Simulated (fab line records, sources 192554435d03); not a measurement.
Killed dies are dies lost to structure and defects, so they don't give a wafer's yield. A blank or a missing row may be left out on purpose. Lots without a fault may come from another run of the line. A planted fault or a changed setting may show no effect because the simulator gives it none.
Split-lot experiment | flow n5_finfet | 7 lots, 39 wafers read, on a route of 1938 steps

THE SPLIT
At N5_DUMMY_GATE_CVD_03 (deposits a-Si from SiH4, target thk 150 nm, time 8042 s), the setting target_thk_a was moved away from the recipe's 1500 angstrom on 30 of the 39 wafers read, by -9.8% to +12.5%. The other wafers ran this setting at the recipe's value.

The reading is taken at the split's own step.

THE READING
a-Si_of_DUMMY_GATE_CVD_03.thk_nm (the simulator's own value, which no gauge read), in nm, at N5_DUMMY_GATE_CVD_03 (deposits a-Si from SiH4, target thk 150 nm, time 8042 s). The file gives no usual value for it. The 9 wafers here that ran the recipe average 149.5 nm, standard deviation 0.92 nm.

wafer  | tool, chamber at the split | target_thk_a as run, angstrom | against the recipe | a-Si_of_DUMMY_GATE_CVD_03.thk_nm, nm | against lot-mates on the recipe
L076.1 | -, -                       | 1375                          | -8.3%              | 138.4                                | no lot-mate on the recipe
L076.2 | -, -                       | 1375                          | -8.3%              | 137.2                                | no lot-mate on the recipe
L076.3 | -, -                       | 1375                          | -8.3%              | 136.2                                | no lot-mate on the recipe
L076.4 | -, -                       | 1375                          | -8.3%              | 137.8                                | no lot-mate on the recipe
L076.5 | -, -                       | 1375                          | -8.3%              | 137.6                                | no lot-mate on the recipe
L076.6 | -, -                       | 1375                          | -8.3%              | 137.6                                | no lot-mate on the recipe
L081.1 | -, -                       | 1500                          | recipe             | 149.2                                | -
L081.4 | -, -                       | 1500                          | recipe             | 149.2                                | -
L081.5 | -, -                       | 1500                          | recipe             | 149.2                                | -
L081.2 | -, -                       | 1500                          | recipe             | 147.8                                | -
L081.3 | -, -                       | 1500                          | recipe             | 149.4                                | -
L081.6 | -, -                       | 1500                          | recipe             | 148.8                                | -
L085.1 | -, -                       | 1688                          | +12.5%             | 165.6                                | no lot-mate on the recipe
L085.2 | -, -                       | 1688                          | +12.5%             | 165.2                                | no lot-mate on the recipe
L085.3 | -, -                       | 1688                          | +12.5%             | 165.2                                | no lot-mate on the recipe
L085.4 | -, -                       | 1688                          | +12.5%             | 166.2                                | no lot-mate on the recipe
L085.5 | -, -                       | 1688                          | +12.5%             | 164.8                                | no lot-mate on the recipe
L085.6 | -, -                       | 1688                          | +12.5%             | 165.8                                | no lot-mate on the recipe
L086.1 | -, -                       | 1556                          | +3.7%              | 157.8                                | no lot-mate on the recipe
L086.2 | -, -                       | 1556                          | +3.7%              | 156.6                                | no lot-mate on the recipe
L086.3 | -, -                       | 1556                          | +3.7%              | 157.4                                | no lot-mate on the recipe
L086.4 | -, -                       | 1556                          | +3.7%              | 157.4                                | no lot-mate on the recipe
L086.5 | -, -                       | 1556                          | +3.7%              | 156.4                                | no lot-mate on the recipe
L086.6 | -, -                       | 1556                          | +3.7%              | 156.4                                | no lot-mate on the recipe
L090.1 | lpcvd-02, 0/65             | 1500                          | recipe             | 151.2                                | -
L090.5 | lpcvd-02, 0/84             | 1500                          | recipe             | 150                                  | -
L090.6 | lpcvd-02, 0/89             | 1500                          | recipe             | 150.4                                | -
L091.1 | -, -                       | 1353                          | -9.8%              | 138.2                                | no lot-mate on the recipe
L091.2 | -, -                       | 1353                          | -9.8%              | 138                                  | no lot-mate on the recipe
L091.4 | -, -                       | 1353                          | -9.8%              | 138                                  | no lot-mate on the recipe
L091.3 | -, -                       | 1353                          | -9.8%              | 137.4                                | no lot-mate on the recipe
L091.5 | -, -                       | 1353                          | -9.8%              | 138.8                                | no lot-mate on the recipe
L091.6 | -, -                       | 1353                          | -9.8%              | 136.6                                | no lot-mate on the recipe
L097.1 | -, -                       | 1366                          | -8.9%              | 137.4                                | no lot-mate on the recipe
L097.6 | -, -                       | 1366                          | -8.9%              | 137.4                                | no lot-mate on the recipe
L097.2 | -, -                       | 1366                          | -8.9%              | 135.2                                | no lot-mate on the recipe
L097.3 | -, -                       | 1366                          | -8.9%              | 137.2                                | no lot-mate on the recipe
L097.4 | -, -                       | 1366                          | -8.9%              | 137.2                                | no lot-mate on the recipe
L097.5 | -, -                       | 1366                          | -8.9%              | 136                                  | no lot-mate on the recipe

THE FIT
A straight line over all 39 wafers: a-Si_of_DUMMY_GATE_CVD_03.thk_nm changes by +1.34 nm for each +1% of target_thk_a; r = +0.99; the points scatter about the line by 1.5 nm.
Too few moved wafers have a lot-mate on the recipe to fit a line with each lot's own level taken away.

THE FILE'S OWN FIT
a-Si_of_DUMMY_GATE_CVD_03.thk_nm changes by +1.34 nm for each +1% of target_thk_a, r = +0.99.
